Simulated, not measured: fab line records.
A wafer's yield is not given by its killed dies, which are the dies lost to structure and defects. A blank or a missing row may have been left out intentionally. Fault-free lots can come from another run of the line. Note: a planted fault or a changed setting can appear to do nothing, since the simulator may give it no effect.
fab line records    flow nand-harc
[record] lots = 13  wafers = 39  last-day = 33
route steps=1302 shown A_WL_FILL@968 THIN_TSV@1270 END@1302
lots untouched by any fault: they come from a run of this same line in which no faults occurred
start-h: the number of hours between the record's first day and the start of the first shown wafer of the lot    wait-h: hours from the lot's prior step to this one    " as in the row above    L1.1+2: one row covering several wafers at once    - no value present, or no start provided    * or withheld: withheld    < > ~ a bound
route shown NAME@n: names a module that has steps shown in the file, with the first one's number in the route    usual: mean and standard deviation over wafers with no fault    same: alike in all rows    chamber/n: place in a boat    sites: each site's reading    _std_site: standard deviation across them    _edge_site: inner sites' mean taken away from outer sites' mean    radius-mm: how far each site lies from the wafer's centre    mask NAME#n: copy n    behind: the most recent tool/chamber to have shaped the wafer    hold: reason for holding the lot/hours on hold/outcome of the hold    device: which transistor (n, p or np) failed to switch    end of line: the route-end tests of the same wafers    step lacking rows: just its recipe    killed: not the wafer's yield, but the dies lost to structure and defects at the first sort    map: a wafer's dies, x killed, . not, _ none there
set.NAME: the run value of the setting; set.NAME@STEP: its run value at that earlier step    model.NAME: the simulator's own value behind a step, which no gauge read
route steps across a sampled set of lots; one table per step, one row per wafer
services: when a tool's chamber went out of use (start-h, in hours from the record's first day, below 0 if earlier), for how many hours, and the reason
[[steps]]
[step NHARC_A_WL_FILL_ETCHBACK_17]
[recipe] target-depth-a = 40  time-s = 26.7  chemistry = Cl2/BCl3
[usual] drypump-motor-current-A = 6.0/0.36  oes-product-au = 1.003/0.0098
lot.wafer  tool          chamber  start-h  wait-h  drypump-motor-current-A  oes-product-au  rf-hours-counter-h
L460.1     rie-metal-03  1        486.11   -       6.0                      1.017           1.5
L460.4     "             0        "        "       5.7                      1.012           -
L460.5     "             1        "        "       6.0                      1.003           -
L461.1     rie-metal-01  1        510.33   -       6.1                      1.020           2.2
L461.3     "             0        "        "       6.6                      1.012           -
L461.5     "             1        "        "       6.1                      1.018           -
L463.2     rie-metal-03  0        510.43   -       5.7                      1.004           3.7
L463.3     "             1        "        "       6.0                      1.021           -
L463.4     "             0        "        "       5.7                      1.007           -
L464.1     rie-metal-02  1        515.45   -       5.6                      0.999           1.0
L464.4     "             0        "        "       5.9                      0.999           -
L464.6     "             0        "        "       5.9                      1.003           -
L462.1     rie-metal-01  1        518.69   -       6.1                      0.997           2.5
L462.4     "             1        "        "       6.1                      1.004           -
L462.3     "             0        "        "       6.6                      1.018           -
L466.2     rie-metal-01  1        529.47   -       6.1                      1.000           2.5
L466.3     "             0        "        "       6.6                      1.002           -
L466.6     "             1        "        "       6.1                      1.006           -
L465.2     rie-metal-01  0        539.17   -       6.6                      1.010           2.2
L465.4     "             1        "        "       6.1                      1.008           -
L465.6     "             0        "        "       6.6                      0.996           -
L469.2     rie-metal-01  1        563.42   -       6.1                      1.004           2.9
L469.1     "             0        "        "       6.6                      0.996           2.5
L469.6     "             1        "        "       6.1                      1.015           -
L467.2     rie-metal-02  1        564.29   -       5.6                      1.008           1.9
L467.5     "             1        "        "       5.6                      1.003           -
L467.6     "             0        "        "       5.9                      1.004           -
L470.1     rie-metal-01  0        595.99   -       6.6                      0.994           0.5
L470.3     "             0        "        "       6.6                      0.996           -
L470.6     "             1        "        "       6.1                      1.014           -
L478.1     rie-metal-02  1        649.40   -       5.6                      0.989           0
L478.4     "             0        "        "       5.9                      0.997           -
L478.5     "             0        "        "       5.9                      1.004           -
L477.3     rie-metal-01  0        652.59   -       6.6                      1.014           -
L477.5     "             1        "        "       6.1                      1.030           -
L477.6     "             0        "        "       6.6                      1.015           -
L481.1     rie-metal-01  1        692.74   -       6.1                      1.027           2.1
L481.2     "             0        "        "       6.6                      1.002           2.1
L481.6     "             0        "        "       6.6                      1.016           -
[step NHARC_THIN_TSV_DEGAS_49]
[recipe] temp-c = 300  time-s = 120
[usual] heater-power-w = 467/41  susceptor-temp-C = 299.98/0.19
lot.wafer  tool            chamber  start-h  wait-h  heater-power-w  susceptor-temp-C
L460.4     pvd-sputter-03  -        556.53   0.1     453             300.02
L460.1     "               -        "        "       533             299.88
L460.5     "               -        "        "       451             299.93
L463.2     pvd-sputter-02  -        583.38   0.1     414             300.35
L463.3     "               -        "        "       462             299.55
L463.4     "               -        "        "       496             299.92
L464.1     pvd-sputter-03  -        584.42   0.1     526             299.95
L464.4     "               -        "        "       444             299.75
L464.6     "               -        "        "       524             299.73
L461.3     pvd-sputter-03  -        585.70   0.1     514             299.74
L461.1     "               -        "        "       459             300.12
L461.5     "               -        "        "       530             300.13
L462.1     pvd-sputter-02  -        592.51   0.2     454             300.00
L462.4     "               -        "        "       499             300.25
L462.3     "               -        "        "       416             300.26
L466.2     pvd-sputter-02  -        602.71   0.2     498             299.99
L466.3     "               -        "        "       423             299.92
L466.6     "               -        "        "       486             300.18
L465.2     pvd-sputter-01  -        609.28   0.1     469             299.89
L465.4     "               -        "        "       468             299.83
L465.6     "               -        "        "       433             300.02
L467.2     pvd-sputter-03  -        633.13   0.2     460             300.42
L467.5     "               -        "        "       503             300.20
L467.6     "               -        "        "       443             299.98
L469.1     pvd-sputter-02  -        634.43   0.1     500             299.85
L469.2     "               -        "        "       415             299.97
L469.6     "               -        "        "       460             299.99
L470.1     pvd-sputter-02  -        670.22   0.1     431             299.92
L470.3     "               -        "        "       402             300.01
L470.6     "               -        "        "       429             299.93
L478.1     pvd-sputter-01  -        719.80   0.2     529             300.22
L478.4     "               -        "        "       466             300.03
L478.5     "               -        "        "       467             299.89
L477.3     pvd-sputter-01  -        724.02   0.1     445             299.83
L477.6     "               -        "        "       441             300.19
L477.5     "               -        "        "       524             300.36
L481.1     pvd-sputter-02  -        761.86   0.1     438             300.02
L481.2     "               -        "        "       432             299.55
L481.6     "               -        "        "       435             299.78
[step NHARC_THIN_TSV_PVD_51]
[recipe] target-thk-a = 1000  chamber-pressure-pa = 5  material = Cu
[usual] throttle-valve-pct = 29.8/1.1
lot.wafer  tool            chamber  start-h  wait-h  throttle-valve-pct
L460.4     pvd-sputter-03  -        -        -       28.0
L460.1     "               -        "        "       30.7
L460.5     "               -        "        "       30.3
L463.4     pvd-sputter-02  -        -        -       31.0
L463.2     "               -        "        "       30.0
L463.3     "               -        "        "       29.0
L464.4     pvd-sputter-03  -        -        -       29.8
L464.1     "               -        "        "       29.6
L464.6     "               -        "        "       28.4
L461.3     pvd-sputter-03  -        -        -       30.0
L461.1     "               -        "        "       27.9
L461.5     "               -        "        "       29.8
L462.4     pvd-sputter-02  -        -        -       28.8
L462.3     "               -        "        "       32.2
L462.1     "               -        "        "       31.1
L466.3     pvd-sputter-02  -        -        -       30.9
L466.2     "               -        "        "       30.0
L466.6     "               -        "        "       32.4
L465.2     pvd-sputter-01  -        -        -       29.8
L465.4     "               -        "        "       30.2
L465.6     "               -        "        "       30.1
L467.2     pvd-sputter-03  -        -        -       29.6
L467.6     "               -        "        "       28.3
L467.5     "               -        "        "       30.3
L469.1     pvd-sputter-02  -        -        -       30.8
L469.2     "               -        "        "       29.3
L469.6     "               -        "        "       32.4
L470.1     pvd-sputter-02  -        -        -       28.3
L470.3     "               -        "        "       29.8
L470.6     "               -        "        "       30.9
L478.1     pvd-sputter-01  -        -        -       31.1
L478.4     "               -        "        "       28.1
L478.5     "               -        "        "       30.1
L477.3     pvd-sputter-01  -        -        -       28.0
L477.6     "               -        "        "       28.3
L477.5     "               -        "        "       30.2
L481.2     pvd-sputter-02  -        -        -       29.5
L481.1     "               -        "        "       31.3
L481.6     "               -        "        "       27.8
[step NHARC_THIN_TSV_PRE_CLEAN_54]
[recipe] time-s = 30  temp-c = 280  gas = H2/He
[usual] heater-power-w = 409/35  susceptor-temp-C = 280.03/0.19
lot.wafer  tool            chamber  start-h  wait-h  heater-power-w  susceptor-temp-C
L460.4     pvd-sputter-02  -        558.59   0.1     438             280.32
L460.1     "               -        "        "       359             280.06
L460.5     "               -        "        "       431             279.90
L463.4     pvd-sputter-03  -        585.47   0.0     463             279.84
L463.2     "               -        "        "       393             279.83
L463.3     "               -        "        "       440             280.41
L464.4     pvd-sputter-03  -        586.50   0.0     412             280.10
L464.1     "               -        "        "       430             279.78
L464.6     "               -        "        "       404             280.30
L461.3     pvd-sputter-02  -        588.07   0.1     369             279.78
L461.1     "               -        "        "       377             280.22
L461.5     "               -        "        "       444             280.22
L462.4     pvd-sputter-03  -        594.73   0.0     402             -
L462.3     "               -        "        "       404             -
L462.1     "               -        "        "       472             -
L466.2     pvd-sputter-01  -        605.08   0.0     376             -
L466.3     "               -        "        "       463             -
L466.6     "               -        "        "       397             -
L465.2     pvd-sputter-02  -        611.41   0.1     411             280.14
L465.4     "               -        "        "       433             279.90
L465.6     "               -        "        "       373             280.21
L467.2     pvd-sputter-01  -        635.19   0.1     376             279.94
L467.6     "               -        "        "       405             280.03
L467.5     "               -        "        "       398             280.26
L469.2     pvd-sputter-02  -        636.51   0.0     377             280.05
L469.1     "               -        "        "       415             279.79
L469.6     "               -        "        "       396             279.79
L470.1     pvd-sputter-01  -        672.28   0.0     407             -
L470.3     "               -        "        "       385             -
L470.6     "               -        "        "       413             -
L478.4     pvd-sputter-03  -        721.86   0.1     410             -
L478.1     "               -        "        "       435             -
L478.5     "               -        "        "       410             -
L477.3     pvd-sputter-01  -        726.17   0.1     406             279.99
L477.6     "               -        "        "       384             280.00
L477.5     "               -        "        "       475             279.93
L481.1     pvd-sputter-02  -        763.91   0.0     446             -
L481.2     "               -        "        "       388             -
L481.6     "               -        "        "       458             -
[step NHARC_END_SORT_01]
[recipe] temp-c = 25
[usual] killed-at-array = 55/19  killed-at-other = 0.6/0.99  killed-at-periphery = 4.2/2.6  killed-dies = 60/18  killed-open = 3.4/1.7  killed-short = 2.3/1.5
[same] gross-dies = 677
lot.wafer  tool       chamber  start-h  wait-h  killed-at-array  killed-at-other  killed-at-periphery  killed-dies  killed-open  killed-short
L469.1     prober-02  0        645.39   2.5     150              0                2                    152          1            2
L469.2     prober-02  0        646.19   2.8     166              0                2                    168          2            3
L469.6     prober-02  0        649.41   4.0     151              0                6                    157          3            1
L470.1     prober-02  0        682.35   2.5     123              1                3                    127          3            0
L470.3     prober-02  0        683.97   3.1     126              3                3                    132          2            1
L470.6     prober-02  0        686.38   4.0     128              4                6                    138          4            2
// killed by level:class
L469.1 A_WL_FILL:unspecified=96 A_CHANNEL_HOLE_D1:chamber-film-flake=30 A_CHANNEL_HOLE_D2:chamber-film-flake=13 A_CHANNEL_FILL_D1:chamber-film-flake=3 P_CONTACT:chamber-film-flake=2 A_CONTACT:chamber-film-flake=2 A_ONON_D1:geometric-particle:short=1 A_DECK1_JOINT:geometric-particle:short=1
L469.2 A_WL_FILL:unspecified=107 A_CHANNEL_HOLE_D1:chamber-film-flake=26 A_CHANNEL_HOLE_D2:chamber-film-flake=20 A_STAIRCASE:chamber-film-flake=3 P_BONDPAD:chamber-film-flake=2 A_CONTACT:chamber-film-flake=2 A_CHANNEL_HOLE_D1:geometric-particle:short=1 A_CHANNEL_FILL_D1:geometric-particle:open=1
L469.6 A_WL_FILL:unspecified=97 A_CHANNEL_HOLE_D1:chamber-film-flake=22 A_CHANNEL_HOLE_D2:chamber-film-flake=12 P_BONDPAD:chamber-film-flake=5 A_CONTACT:chamber-film-flake=5 A_CHANNEL_FILL_D2:chamber-film-flake=3 A_WL_FILL:chamber-film-flake=3 A_STAIRCASE:chamber-film-flake=2
L470.1 A_WL_FILL:unspecified=101 A_CHANNEL_HOLE_D1:chamber-film-flake=8 A_STAIRCASE:chamber-film-flake=4 A_CONTACT:chamber-film-flake=3 A_CHANNEL_FILL_D2:geometric-particle:open=2 P_M0:chamber-film-flake=2 A_BONDPAD:chamber-film-flake=2 A_BLC:geometric-particle:open=1
L470.3 A_WL_FILL:unspecified=102 A_CHANNEL_HOLE_D1:chamber-film-flake=6 A_STAIRCASE:chamber-film-flake=6 A_CONTACT:chamber-film-flake=4 THIN_TSV:chamber-film-flake=3 A_M0:geometric-particle:open=2 P_M0:chamber-film-flake=2 A_BONDPAD:chamber-film-flake=2
L470.6 A_WL_FILL:unspecified=95 A_CHANNEL_HOLE_D1:chamber-film-flake=13 P_M0:chamber-film-flake=5 A_BONDPAD:chamber-film-flake=4 THIN_TSV:chamber-film-flake=4 A_SLIT:chamber-film-flake=3 A_CONTACT:chamber-film-flake=3 A_STAIRCASE:chamber-film-flake=2
[[services]]
tool            chamber  start-h  hours  kind
rie-metal-02    1        488.97   1.2    repair
rie-metal-03    -        519.00   9.0    pm
rie-metal-02    -        530.85   1.0    repair
pvd-sputter-03  -        532.05   10.0   pm
pvd-sputter-01  -        537.01   4.0    repair
rie-metal-01    -        575.00   9.0    pm
rie-metal-01    0        575.00   9.0    vent-cycle
rie-metal-01    1        575.00   9.0    vent-cycle
pvd-sputter-01  -        583.23   10.0   pm
rie-metal-01    0        584.00   -      clean
rie-metal-01    1        584.00   -      clean
pvd-sputter-02  -        617.40   8.5    repair
rie-metal-02    -        631.00   9.0    pm
pvd-sputter-02  -        638.80   10.0   pm
rie-metal-03    -        696.00   9.0    pm
pvd-sputter-01  -        705.94   2.8    repair
pvd-sputter-03  -        710.05   10.0   pm
rie-metal-03    -        720.14   2.9    repair
pvd-sputter-02  -        721.15   8.4    repair
rie-metal-01    -        752.00   9.0    pm
rie-metal-01    0        752.00   9.0    vent-cycle
rie-metal-01    1        752.00   9.0    vent-cycle
rie-metal-01    0        761.00   -      clean
pvd-sputter-01  -        761.23   10.0   pm
[[key]]
[first-sign] step = NHARC_END_SORT_01  reading = killed-dies  direction = up  sigmas = 4.6  usual = 60  struck = 146
[effect] step = NHARC_END_SORT_01  reading = killed-at-array  direction = up  sigmas = 4.6  usual = 55  struck = 141
[more-kills-born-at] NHARC_A_WL_FILL_ETCHBACK_17@rie-metal-01 = 596
met-at NHARC_A_WL_FILL_ETCHBACK_17
struck-lots L469,L470
tester-left-out L469,L470
not-acting-at NHARC_THIN_TSV_DEGAS_49,NHARC_THIN_TSV_PVD_51,NHARC_THIN_TSV_PRE_CLEAN_54
onset-between 539.17 563.42
[fault] kind = chamber-particle-source  tool = rie-metal-01  chamber = -  onset-h = 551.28  steps = NHARC_A_WL_FILL_ETCHBACK_17  rate-per-visit-cm2 = 1.4248  end-h = 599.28
// tester-left-out: of these lots the tester's yield and bins aren't shown, on N5 and GAA mostly nor the transistor test; their killed dies are dies lost to structure and defects alone, not to doping, threshold or leakage, so they don't give the yield
